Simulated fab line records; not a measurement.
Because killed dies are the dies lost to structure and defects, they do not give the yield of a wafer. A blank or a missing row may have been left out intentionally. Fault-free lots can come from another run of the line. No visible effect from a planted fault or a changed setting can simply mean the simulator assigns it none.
fab line records + flow n5-finfet
record
- lots=9
- wafers=27
- last-day=19
route steps=1938 shown FIN_SAQP@109 BEOL_M4@1111 PASSIVATION@1936
lots untouched by any fault: they come from a run of this same line in which no faults occurred
start-h: hours from the record's opening day to when the first of the lot's shown wafers began + wait-h: hours since the lot's step before + " same as the row above + L1.1+2: several wafers, shown together as one row + - no value, or no start was given + * or withheld: withheld + < > ~ a bound
route shown NAME@n: names a module that has steps shown in the file, with the first one's number in the route + usual: the fault-free wafers' mean and standard deviation + same: alike in all rows + chamber/n: place in a boat + sites: per-site readings + _std_site: standard deviation across them + _edge_site: mean of outer sites minus mean of inner sites + radius-mm: for every site, how far away it sits from the centre of the wafer + mask NAME#n: copy n + behind: the last tool/chamber to shape the wafer + hold: cause of the lot's hold/its duration in hours/its outcome + device: the transistor (n, p or np) that didn't switch + end of line: the same wafers' tests at the end of the route + a step with no rows: only its recipe + killed: dies that structure and defects cost at the first sort, which is not the same as the wafer's yield + map: per-die view of a wafer (x killed, . not killed, _ where there is no die)
set.NAME: setting as actually run; set.NAME@STEP: the setting as run at that earlier step + model.NAME: the simulator's own value behind a step, which no gauge read
steps of the route over a sample of lots; a table a step, a row a wafer
services: when a tool's chamber went out of use (start-h, in hours from the record's first day, below 0 if earlier), for how many hours, and the reason
## steps
# step N5_FIN_SAQP_PEB_14
# recipe
- peb-temp-c=withheld
- peb-time-s=60
- resist=CAR-ArF
| lot.wafer  | tool           | chamber | start-h | wait-h |
|------------|----------------|---------|---------|--------|
| L367.2+3+5 | litho-track-04 | 0       | 21.47   | 0.0    |
| L368.2+4+6 | litho-track-01 | 0       | 27.22   | 0.1    |
| L369.1+2+5 | litho-track-01 | 0       | 33.65   | 0.1    |
| L372.1+2+4 | litho-track-04 | 0       | 53.28   | 0.1    |
| L376.1+3+5 | litho-track-03 | 0       | 75.10   | 0.1    |
| L379.1+3+4 | litho-track-04 | 0       | 93.38   | 0.1    |
| L387.2+5+6 | litho-track-03 | 0       | 142.50  | 0.0    |
| L389.1+3+4 | litho-track-03 | 0       | 153.73  | 0.1    |
| L390.2+3+5 | litho-track-01 | 0       | 159.59  | 0.0    |
# step N5_FIN_SAQP_CD_MEAS_16
# recipe
- target-cd-nm=35.6
- landing-energy-ev=500
- detector=se-inlens
# usual
- cd-nm=35.6/0.31
# same
- landing-energy-ev=500
| lot.wafer | tool      | chamber | start-h | wait-h | cd-nm |
|-----------|-----------|---------|---------|--------|-------|
| L367.2    | cd-sem-03 | 0       | 21.54   | -      | 35.5  |
| L367.3    | "         | 0       | "       | "      | 35.4  |
| L367.5    | "         | 0       | "       | "      | 35.2  |
| L368.2    | cd-sem-02 | 0       | 27.29   | -      | 35.1  |
| L368.4    | "         | 0       | "       | "      | 35.5  |
| L368.6    | "         | 0       | "       | "      | 35.6  |
| L369.1    | cd-sem-01 | 0       | 33.71   | -      | 35.5  |
| L369.2    | "         | 0       | "       | "      | 35.6  |
| L369.5    | "         | 0       | "       | "      | 35.5  |
| L372.1    | cd-sem-01 | 0       | 53.35   | -      | 35.8  |
| L372.2    | "         | 0       | "       | "      | 35.8  |
| L372.4    | "         | 0       | "       | "      | 35.3  |
| L376.1    | cd-sem-03 | 0       | 75.16   | -      | 35.8  |
| L376.3    | "         | 0       | "       | "      | 35.3  |
| L376.5    | "         | 0       | "       | "      | 35.7  |
| L379.1    | cd-sem-03 | 0       | 93.45   | -      | 35.7  |
| L379.3    | "         | 0       | "       | "      | 31.6  |
| L379.4    | "         | 0       | "       | "      | 35.2  |
| L387.2    | cd-sem-03 | 0       | 142.57  | -      | 35.9  |
| L387.5    | "         | 0       | "       | "      | 36.5  |
| L387.6    | "         | 0       | "       | "      | 35.4  |
| L389.1    | cd-sem-01 | 0       | 153.80  | -      | 35.9  |
| L389.3    | "         | 0       | "       | "      | 35.9  |
| L389.4    | "         | 0       | "       | "      | 36.0  |
| L390.2    | cd-sem-01 | 0       | 159.66  | -      | 35.7  |
| L390.3    | "         | 0       | "       | "      | 35.3  |
| L390.5    | "         | 0       | "       | "      | 35.7  |
# step N5_FIN_SAQP_OVL_MEAS_17
# recipe
- points-per-wafer=44
# usual
- FIN_CORE_OVL=-0.4/0.91
| lot.wafer | tool       | chamber | start-h | wait-h | FIN_CORE_OVL[nm] |
|-----------|------------|---------|---------|--------|------------------|
| L367.2    | overlay-01 | 0       | 21.58   | 0.0    | 0.0              |
| L367.3    | "          | 0       | "       | "      | 1.0              |
| L367.5    | "          | 0       | "       | "      | -0.3             |
| L368.2    | overlay-02 | 0       | 27.33   | 0.0    | -0.1             |
| L368.4    | "          | 0       | "       | "      | -1.0             |
| L368.6    | "          | 0       | "       | "      | -0.5             |
| L369.1    | overlay-02 | 0       | 33.75   | 0.0    | 0.5              |
| L369.2    | "          | 0       | "       | "      | -0.4             |
| L369.5    | "          | 0       | "       | "      | -1.1             |
| L372.1    | overlay-01 | 0       | 53.39   | 0.0    | 0.8              |
| L372.2    | "          | 0       | "       | "      | 1.5              |
| L372.4    | "          | 0       | "       | "      | 0.6              |
| L376.1    | overlay-01 | 0       | 75.20   | 0.0    | -1.2             |
| L376.3    | "          | 0       | "       | "      | 1.3              |
| L376.5    | "          | 0       | "       | "      | 0.5              |
| L379.1    | overlay-02 | 0       | 93.49   | 0.0    | 0.1              |
| L379.3    | "          | 0       | "       | "      | 1.6              |
| L379.4    | "          | 0       | "       | "      | -0.4             |
| L387.2    | overlay-01 | 0       | 142.61  | 0.0    | -1.3             |
| L387.5    | "          | 0       | "       | "      | 0.9              |
| L387.6    | "          | 0       | "       | "      | -2.7             |
| L389.1    | overlay-01 | 0       | 153.84  | 0.0    | 0.4              |
| L389.3    | "          | 0       | "       | "      | 0.0              |
| L389.4    | "          | 0       | "       | "      | -1.3             |
| L390.2    | overlay-02 | 0       | 159.69  | 0.0    | 0.0              |
| L390.3    | "          | 0       | "       | "      | -0.7             |
| L390.5    | "          | 0       | "       | "      | -1.5             |
# step N5_FIN_SAQP_DESCUM_21
# recipe
- chemistry=O2
- time-s=7.9
- source-power-w=50
- bias-power-w=20
- pressure-mtorr=20
- rf-frequency-hz=2.712e+07
- temp-c=40
- resist=CAR-ArF
- o2-flow-sccm=225
# usual
- bias-power-w=20.00/0.062
- drypump-motor-current-A=5.9/0.5
- oes-product-au=0.79/0.081
- rf-fwd-power-W=49.33/0.24
- rf-vpp-V=243.8/1.4
- showerhead-plenum-p-Torr=2.14/0.077
- throttle-valve-pct=20.43/0.18
| lot.wafer | tool        | chamber | start-h | wait-h | bias-power-w | drypump-motor-current-A | oes-product-au | rf-fwd-power-W | rf-hours-counter-h | rf-vpp-V | showerhead-plenum-p-Torr | throttle-valve-pct |
|-----------|-------------|---------|---------|--------|--------------|-------------------------|----------------|----------------|--------------------|----------|--------------------------|--------------------|
| L367.2    | rie-diel-02 | 0       | 21.63   | 0.0    | 19.95        | 6.2                     | 0.77           | 49.24          | 125                | 243.7    | 2.19                     | 20.33              |
| L367.3    | "           | 3       | "       | "      | 20.07        | 5.8                     | 0.90           | 49.12          | 40                 | 245.0    | 2.21                     | 20.45              |
| L367.5    | "           | 0       | "       | "      | 19.93        | 6.2                     | 0.77           | 49.43          | -                  | 243.3    | 2.19                     | 20.32              |
| L368.2    | rie-diel-03 | 1       | 27.62   | 0.3    | 20.00        | 6.7                     | 0.77           | 49.71          | 125                | 244.6    | 2.19                     | 20.02              |
| L368.4    | "           | 3       | "       | "      | 20.08        | 6.1                     | 0.80           | 49.20          | -                  | 243.5    | 2.11                     | 20.41              |
| L368.6    | "           | 2       | "       | "      | 19.94        | 5.8                     | 0.68           | 48.99          | -                  | 242.0    | 1.98                     | 20.90              |
| L369.1    | rie-diel-02 | 1       | 35.15   | 1.4    | 19.94        | 5.0                     | 0.69           | 49.44          | 243                | 243.2    | 2.06                     | 20.60              |
| L369.2    | "           | 0       | "       | "      | 19.99        | 6.2                     | 0.77           | 49.59          | 130                | 245.2    | 2.18                     | 20.33              |
| L369.5    | "           | 1       | "       | "      | 20.13        | 5.0                     | 0.69           | 49.57          | -                  | 242.9    | 2.06                     | 20.63              |
| L372.1    | rie-diel-02 | 0       | 53.85   | 0.4    | 20.10        | 6.2                     | 0.76           | 49.59          | 139                | 244.0    | 2.18                     | 20.35              |
| L372.2    | "           | 3       | "       | "      | 19.93        | 5.8                     | 0.87           | 49.56          | 54                 | 243.6    | 2.21                     | 20.48              |
| L372.4    | "           | 3       | "       | "      | 19.98        | 5.8                     | 0.88           | 49.36          | -                  | 246.3    | 2.21                     | 20.46              |
| L376.1    | rie-diel-02 | 0       | 75.26   | 0.0    | 20.03        | 6.2                     | 0.75           | 49.31          | 148                | 243.1    | 2.18                     | 20.36              |
| L376.3    | "           | 3       | "       | "      | 19.96        | 5.8                     | 0.87           | 49.26          | 62                 | 245.2    | 2.21                     | 20.49              |
| L376.5    | "           | 3       | "       | "      | 19.90        | 5.8                     | 0.86           | 49.18          | -                  | 245.2    | 2.21                     | 20.50              |
| L379.1    | rie-diel-05 | 0       | 93.55   | 0.0    | 19.96        | 5.7                     | 0.77           | 49.71          | 98                 | 244.4    | 2.20                     | 20.47              |
| L379.3    | "           | 2       | "       | "      | 20.04        | 5.9                     | 0.72           | 49.17          | 198                | 244.3    | 2.17                     | 20.22              |
| L379.4    | "           | 1       | "       | "      | 20.08        | 4.9                     | 0.94           | 49.50          | 17                 | 244.1    | 2.06                     | 20.24              |
| L387.2    | rie-diel-03 | 3       | 142.67  | 0.0    | 20.06        | 6.1                     | 0.77           | 49.24          | 140                | 242.2    | 2.09                     | 20.45              |
| L387.5    | "           | 1       | "       | "      | 19.96        | 6.7                     | 0.74           | 49.73          | -                  | 245.4    | 2.17                     | 20.07              |
| L387.6    | "           | 2       | "       | "      | 20.04        | 5.8                     | 0.91           | 48.96          | -                  | 245.7    | 2.23                     | 20.55              |
| L389.1    | rie-diel-02 | 3       | 153.91  | 0.0    | 19.98        | 5.8                     | 0.84           | 49.49          | 85                 | 244.6    | 2.20                     | 20.52              |
| L389.3    | "           | 1       | "       | "      | 19.92        | 5.0                     | 0.90           | 49.40          | 27                 | 242.7    | 2.05                     | 20.33              |
| L389.4    | "           | 0       | "       | "      | 19.88        | 6.2                     | 0.72           | 49.53          | 173                | 243.5    | 2.17                     | 20.40              |
| L390.2    | rie-diel-02 | 0       | 159.75  | 0.0    | 20.07        | 6.2                     | 0.74           | 49.26          | 176                | 244.7    | 2.17                     | 20.38              |
| L390.3    | "           | 3       | "       | "      | 19.94        | 5.8                     | 0.83           | 49.31          | 87                 | 246.0    | 2.20                     | 20.53              |
| L390.5    | "           | 0       | "       | "      | 19.94        | 6.1                     | 0.74           | 49.41          | -                  | 244.0    | 2.17                     | 20.41              |
# step N5_FIN_SAQP_MANDREL_ETCH_22
# recipe
- target-depth-a=600
- chemistry=HBr/Cl2
- target=a-Si
- stop-on=SiNx
- bt-time-s=10
- over-etch-frac=0.5
- time-s=30
- pressure-mtorr=10
- icp-w=800
- bias-w=75
- HBr_flow_sccm=150
- Cl2_flow_sccm=80
- ends=end-point
# usual
- drypump-motor-current-A=5.7/0.46
- oes-product-au=0.775/0.014
- rf-fwd-power-W=794.7/2.8
- throttle-valve-pct=35.31/0.29
| lot.wafer | tool      | chamber | start-h | wait-h | drypump-motor-current-A | oes-product-au | rf-fwd-power-W | rf-hours-counter-h | throttle-valve-pct |
|-----------|-----------|---------|---------|--------|-------------------------|----------------|----------------|--------------------|--------------------|
| L367.2    | rie-si-05 | 1       | 21.92   | 0.0    | 6.1                     | 0.775          | 797.8          | 98                 | 35.94              |
| L367.3    | "         | 0       | "       | "      | 5.4                     | 0.786          | 795.2          | 201                | 34.98              |
| L367.5    | "         | 1       | "       | "      | 6.1                     | 0.778          | 792.6          | -                  | 35.92              |
| L368.2    | rie-si-04 | 0       | 27.91   | 0.0    | 5.9                     | 0.768          | 796.5          | 22                 | 35.02              |
| L368.4    | "         | 3       | "       | "      | 5.4                     | 0.797          | 793.5          | 139                | 35.32              |
| L368.6    | "         | 1       | "       | "      | 5.8                     | 0.781          | 792.1          | -                  | 35.03              |
| L369.1    | rie-si-04 | 1       | 35.44   | 0.0    | 5.7                     | 0.764          | 794.1          | 38                 | 35.06              |
| L369.2    | "         | 3       | "       | "      | 5.4                     | 0.783          | 798.5          | 139                | 35.34              |
| L369.5    | "         | 2       | "       | "      | 6.5                     | 0.797          | 794.6          | -                  | 35.81              |
| L372.1    | rie-si-04 | 1       | 54.13   | 0.0    | 5.8                     | 0.782          | 795.2          | 38                 | 35.03              |
| L372.2    | "         | 3       | "       | "      | 5.4                     | 0.789          | 796.4          | 139                | 35.34              |
| L372.4    | "         | 0       | "       | "      | 5.8                     | 0.760          | 797.5          | 22                 | 35.01              |
| L376.1    | rie-si-06 | 0       | 75.54   | 0.0    | 5.1                     | 0.761          | 788.9          | 66                 | 35.51              |
| L376.3    | "         | 1       | "       | "      | 5.4                     | 0.740          | 794.3          | 104                | 35.03              |
| L376.5    | "         | 0       | "       | "      | 5.1                     | 0.774          | 792.1          | -                  | 35.50              |
| L379.1    | rie-si-04 | 3       | 93.83   | 0.0    | 5.4                     | 0.784          | 797.0          | 140                | 35.33              |
| L379.3    | "         | 0       | "       | "      | 5.9                     | 0.750          | 793.9          | 23                 | 35.03              |
| L379.4    | "         | 2       | "       | "      | 6.5                     | 0.799          | 796.1          | 109                | 35.81              |
| L387.2    | rie-si-05 | 3       | 142.95  | 0.0    | 6.1                     | 0.759          | 795.5          | 39                 | 35.09              |
| L387.5    | "         | 3       | "       | "      | 6.1                     | 0.778          | 798.6          | -                  | 35.08              |
| L387.6    | "         | 2       | "       | "      | 6.7                     | 0.756          | 795.7          | -                  | 35.66              |
| L389.1    | rie-si-06 | 2       | 154.19  | 0.0    | 6.2                     | 0.780          | 795.0          | 45                 | 35.38              |
| L389.3    | "         | 1       | "       | "      | 5.4                     | 0.757          | 791.5          | 106                | 35.00              |
| L389.4    | "         | 0       | "       | "      | 5.1                     | 0.778          | 794.7          | 68                 | 35.46              |
| L390.2    | rie-si-06 | 2       | 160.03  | 0.0    | 6.2                     | 0.772          | 793.8          | 45                 | 35.40              |
| L390.3    | "         | 3       | "       | "      | 5.6                     | 0.769          | 795.5          | 159                | 35.18              |
| L390.5    | "         | 1       | "       | "      | 5.4                     | 0.768          | 788.1          | -                  | 34.99              |
# step N5_BEOL_M4_RC_MEAS_101
# usual
- DIBL_N=36.4/1.4
- DIBL_P=36.4/1.5
- IOFF_N=0.156/0.022
- IOFF_P=0.210/0.023
- ION_N=675/9.1
- ION_P=463/5.7
- SS_N=71.6/0.45
- SS_P=73.3/0.56
- VT_N=250/3.1
- VT_P=-250.3/2.3
| lot.wafer | tool      | chamber | start-h | wait-h | DIBL_N[mV/V] | DIBL_P[mV/V] | IOFF_N[nA/um] | IOFF_P[nA/um] | ION_N[uA/um] | ION_P[uA/um] | SS_N[mV/dec] | SS_P[mV/dec] | VT_N[mV] | VT_P[mV] |
|-----------|-----------|---------|---------|--------|--------------|--------------|---------------|---------------|--------------|--------------|--------------|--------------|----------|----------|
| L367.2    | prober-01 | 0       | 198.47  | 0.2    | 35.5         | 32.1         | 0.117         | 0.181         | 667          | 459          | 71.3         | 73.0         | 259      | -252.0   |
| L367.3    | "         | 0       | "       | "      | 38.7         | 36.9         | 0.175         | 0.263         | 674          | 463          | 72.3         | 73.6         | 249      | -247.5   |
| L367.5    | "         | 0       | "       | "      | 37.8         | 35.6         | 0.158         | 0.238         | 680          | 465          | 72.1         | 74.2         | 251      | -249.4   |
| L368.2    | prober-01 | 0       | 202.31  | 0.2    | 36.4         | 38.4         | 0.172         | 0.220         | 680          | 464          | 71.4         | 73.1         | 248      | -247.6   |
| L368.4    | "         | 0       | "       | "      | 34.4         | 36.0         | 0.147         | 0.183         | 676          | 466          | 71.8         | 73.3         | 251      | -254.1   |
| L368.6    | "         | 0       | "       | "      | 35.7         | 37.3         | 0.159         | 0.201         | 680          | 463          | 71.4         | 73.2         | 252      | -251.3   |
| L369.1    | prober-02 | 0       | 222.00  | 0.0    | 34.5         | 34.8         | 0.139         | 0.180         | 663          | 453          | 71.0         | 72.3         | 252      | -248.9   |
| L369.2    | "         | 0       | "       | "      | 35.7         | 36.9         | 0.163         | 0.217         | 672          | 459          | 71.0         | 73.5         | 248      | -248.0   |
| L369.5    | "         | 0       | "       | "      | 35.5         | 37.1         | 0.166         | 0.213         | 678          | 462          | 71.6         | 73.3         | 248      | -248.4   |
| L372.1    | prober-01 | 0       | 223.88  | 0.0    | 33.9         | 35.1         | 0.142         | 0.200         | 676          | 467          | 71.2         | 72.2         | 248      | -251.3   |
| L372.2    | "         | 0       | "       | "      | 35.9         | 38.1         | 0.189         | 0.241         | 688          | 465          | 72.3         | 73.4         | 245      | -246.9   |
| L372.4    | "         | 0       | "       | "      | 34.0         | 34.8         | 0.141         | 0.192         | 663          | 462          | 70.7         | 72.0         | 251      | -251.6   |
| L376.1    | prober-01 | 0       | 249.15  | 0.0    | 36.8         | 37.6         | 0.161         | 0.204         | 683          | 463          | 71.3         | 72.9         | 250      | -250.2   |
| L376.3    | "         | 0       | "       | "      | 36.9         | 37.7         | 0.157         | 0.212         | 670          | 457          | 71.6         | 73.1         | 253      | -247.6   |
| L376.5    | "         | 0       | "       | "      | 35.2         | 36.0         | 0.137         | 0.183         | 667          | 458          | 71.2         | 73.0         | 253      | -249.6   |
| L379.1    | prober-01 | 0       | 257.31  | 0.0    | 35.0         | 35.1         | 0.130         | 0.182         | 666          | 459          | 71.2         | 72.8         | 252      | -256.3   |
| L379.3    | "         | 0       | "       | "      | 36.0         | 36.3         | 0.140         | 0.199         | 671          | 462          | 71.7         | 74.3         | 253      | -251.6   |
| L379.4    | "         | 0       | "       | "      | 35.3         | 35.5         | 0.128         | 0.185         | 659          | 457          | 71.4         | 74.0         | 255      | -253.3   |
| L387.2    | prober-02 | 0       | 315.48  | 0.2    | 35.8         | 35.7         | 0.152         | 0.211         | 673          | 468          | 71.3         | 73.6         | 252      | -248.7   |
| L387.5    | "         | 0       | "       | "      | 34.8         | 34.3         | 0.131         | 0.188         | 672          | 465          | 71.2         | 73.3         | 251      | -250.2   |
| L387.6    | "         | 0       | "       | "      | 35.5         | 35.9         | 0.142         | 0.224         | 673          | 467          | 71.6         | 73.2         | 252      | -248.7   |
| L389.1    | prober-02 | 0       | 327.70  | 0.0    | 37.2         | 38.6         | 0.187         | 0.259         | 685          | 477          | 72.3         | 73.5         | 246      | -249.3   |
| L389.3    | "         | 0       | "       | "      | 36.8         | 37.0         | 0.166         | 0.228         | 671          | 465          | 72.1         | 74.1         | 248      | -249.0   |
| L389.4    | "         | 0       | "       | "      | 35.9         | 35.9         | 0.152         | 0.212         | 675          | 467          | 71.6         | 73.8         | 249      | -250.1   |
| L390.2    | prober-02 | 0       | 342.34  | 0.2    | 37.0         | 38.0         | 0.164         | 0.233         | 669          | 468          | 71.6         | 73.6         | 250      | -249.7   |
| L390.3    | "         | 0       | "       | "      | 35.1         | 36.5         | 0.139         | 0.205         | 669          | 465          | 71.4         | 72.4         | 252      | -248.6   |
| L390.5    | "         | 0       | "       | "      | 36.8         | 38.2         | 0.174         | 0.235         | 676          | 467          | 71.8         | 72.8         | 249      | -249.1   |
# step N5_PASSIVATION_PROBE_49
# usual
- defect-limited-yield=91.5/1.3
- killed_at_M0_to_M3=33/10
- killed_at_M4_up=13/4
- killed-at-contacts=12/6.3
- killed-at-front-end=39/11
- killed-at-other=3.4/2.6
- killed-dies=100/15
- killed-open=65/11
- killed-short=34/7.8
- sort_bin_5_function=5.0/0.89
- sort_bin_6_memory=3.2/0.58
- sort-n-pass=1080/15
- sort-yield-pct=91.5/1.3
# same
- gross-dies=1180
- killed-at-back-side=0
- sort_bin_4_leakage[%]=0
- sort_bin_8_speed[%]=0
| lot.wafer | tool      | chamber | start-h | wait-h | defect-limited-yield[%] | killed_at_M0_to_M3 | killed_at_M4_up | killed-at-contacts | killed-at-front-end | killed-at-other | killed-dies | killed-open | killed-short | sort_bin_5_function[%] | sort_bin_6_memory[%] | sort-n-pass | sort-yield-pct[%] |
|-----------|-----------|---------|---------|--------|-------------------------|--------------------|-----------------|--------------------|---------------------|-----------------|-------------|-------------|--------------|------------------------|----------------------|-------------|-------------------|
| L376.1    | prober-02 | -       | 361.92  | 0.0    | 88.3                    | 36                 | 11              | 8                  | 79                  | 4               | 138         | 78          | 60           | 7.5                    | 3.6                  | 1042        | 88.3              |
| L376.3    | prober-02 | -       | 362.02  | 0.1    | 89.7                    | 38                 | 15              | 22                 | 41                  | 6               | 122         | 75          | 42           | 5.0                    | 4.5                  | 1058        | 89.7              |
| L376.5    | prober-02 | -       | 362.12  | 0.2    | 91.3                    | 19                 | 11              | 11                 | 58                  | 4               | 103         | 62          | 41           | 5.3                    | 3.3                  | 1077        | 91.3              |
| L379.1    | prober-01 | -       | 363.44  | 0.0    | 92.9                    | 31                 | 13              | 3                  | 34                  | 3               | 84          | 55          | 29           | 3.9                    | 2.8                  | 1096        | 92.9              |
| L379.3    | prober-01 | -       | 363.54  | 0.1    | 90.2                    | 58                 | 11              | 13                 | 31                  | 3               | 116         | 72          | 33           | 5.4                    | 3.9                  | 1064        | 90.2              |
| L379.4    | prober-01 | -       | 363.59  | 0.2    | 92.7                    | 18                 | 15              | 8                  | 45                  | 0               | 86          | 51          | 34           | 4.6                    | 2.2                  | 1094        | 92.7              |
# killed by level:class
L376.1 FIN_SAQP:geometric-particle:short=25 FIN_SAQP:geometric-particle:open=13 BEOL_M3:geometric-particle:open=11 GATE_CUT:geometric-particle:open=11 GATE_CUT:geometric-particle:short=11 BEOL_M0_SAQP:geometric-particle:short=9 MOL_CONTACT_COAG:geometric-particle:open=8 STI_FIN_REVEAL:geometric-particle:open=7
L376.3 MOL_CONTACT_COAG:geometric-particle:open=21 FIN_SAQP:geometric-particle:short=12 BEOL_M0_SAQP:geometric-particle:short=12 BEOL_M2:geometric-particle:open=8 BEOL_M3:geometric-particle:open=8 FIN_SAQP:geometric-particle:open=7 BEOL_M0_SAQP:geometric-particle:open=5 STARTING-WAFER:geometric-particle:open=4
L376.5 FIN_SAQP:geometric-particle:open=20 FIN_SAQP:geometric-particle:short=11 MOL_CONTACT_COAG:geometric-particle:open=9 STARTING-WAFER:geometric-particle:short=5 GATE_CUT:geometric-particle:short=4 BEOL_M2:geometric-particle:open=4 BEOL_M3:geometric-particle:open=4 BEOL_M5:geometric-particle:open=4
L379.1 FIN_SAQP:geometric-particle:short=13 BEOL_M3:geometric-particle:open=7 FIN_SAQP:geometric-particle:open=6 STI_FIN_REVEAL:geometric-particle:open=6 BEOL_M0_SAQP:geometric-particle:open=5 DUMMY_GATE:geometric-particle:open=4 BEOL_M0_SAQP:geometric-particle:short=4 BEOL_M0:geometric-particle:open=4
L379.3 BEOL_M2:geometric-particle:open=13 MOL_CONTACT_COAG:geometric-particle:open=10 BEOL_M1:geometric-particle:open=10 FIN_SAQP:area-peb=9 BEOL_M0_SAQP:geometric-particle:open=8 BEOL_M3:geometric-particle:open=7 BEOL_M0_SAQP:geometric-particle:short=7 BEOL_M0:geometric-particle:open=6
L379.4 FIN_SAQP:geometric-particle:short=7 GATE_CUT:geometric-particle:short=6 GATE_CUT:geometric-particle:open=6 FIN_SAQP:geometric-particle:open=5 DUMMY_GATE:geometric-particle:open=5 BEOL_M1:geometric-particle:open=4 MOL_CONTACT_COAG:geometric-particle:short=4 MOL_CONTACT_COAG:geometric-particle:open=4
## services
| tool           | chamber | start-h | hours | kind                          |
|----------------|---------|---------|-------|-------------------------------|
| rie-si-05      | 2       | 8.04    | -     | clean                         |
| rie-si-05      | 2       | 8.04    | -     | consumable-replace:focus-ring |
| rie-si-05      | 2       | 8.04    | 14.3  | scheduled-down                |
| rie-si-05      | 2       | 8.04    | 14.3  | vent-cycle                    |
| rie-si-04      | -       | 18.42   | 8.1   | repair                        |
| rie-si-05      | 3       | 22.38   | 6.4   | repair                        |
| rie-diel-03    | 0       | 22.63   | 6.3   | repair                        |
| rie-diel-03    | -       | 31.94   | 14.6  | pm                            |
| rie-diel-03    | 1       | 48.64   | 15.8  | repair                        |
| rie-diel-02    | 1       | 49.54   | -     | clean                         |
| rie-diel-02    | 1       | 49.54   | -     | consumable-replace:focus-ring |
| rie-diel-02    | 1       | 49.54   | 16.0  | scheduled-down                |
| rie-diel-02    | 1       | 49.54   | 16.0  | vent-cycle                    |
| rie-si-05      | -       | 64.55   | 15.6  | pm                            |
| rie-si-05      | 0       | 80.15   | -     | clean                         |
| rie-si-05      | 0       | 80.15   | 28.7  | scheduled-down                |
| rie-si-05      | 0       | 80.15   | 28.7  | vent-cycle                    |
| rie-diel-03    | 2       | 82.90   | -     | clean                         |
| rie-si-06      | -       | 83.31   | 4.3   | pm                            |
| rie-diel-03    | -       | 99.11   | 2.8   | pm                            |
| litho-track-01 | -       | 107.62  | -     | consumable-replace:filter     |
| litho-track-04 | -       | 116.82  | -     | consumable-replace:filter     |
| rie-diel-02    | 3       | 127.94  | 2.0   | repair                        |
| litho-track-01 | -       | 138.60  | -     | consumable-replace:filter     |
## key
first-sign
- step=N5_FIN_SAQP_CD_MEAS_16
- reading=cd-nm
- direction=down
- sigmas=13
- usual=35.6
- struck=31.6
effect none on later readings
met-at N5_FIN_SAQP_PEB_14
struck-lots L379
struck-wafers L379.3
not-acting-at N5_FIN_SAQP_OVL_MEAS_17,N5_FIN_SAQP_DESCUM_21,N5_FIN_SAQP_MANDREL_ETCH_22
onset-between 53.28 93.38
fault
- kind=process-parameter-drift
- tool=litho-track-04
- chamber=-
- onset-h=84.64
- steps=N5_FIN_SAQP_PEB_14
- channel=peb-time-s
- offset=*
- shape=step
- end-h=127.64
- scope=struck-wafers-only
- acts-in=*
- stated=*
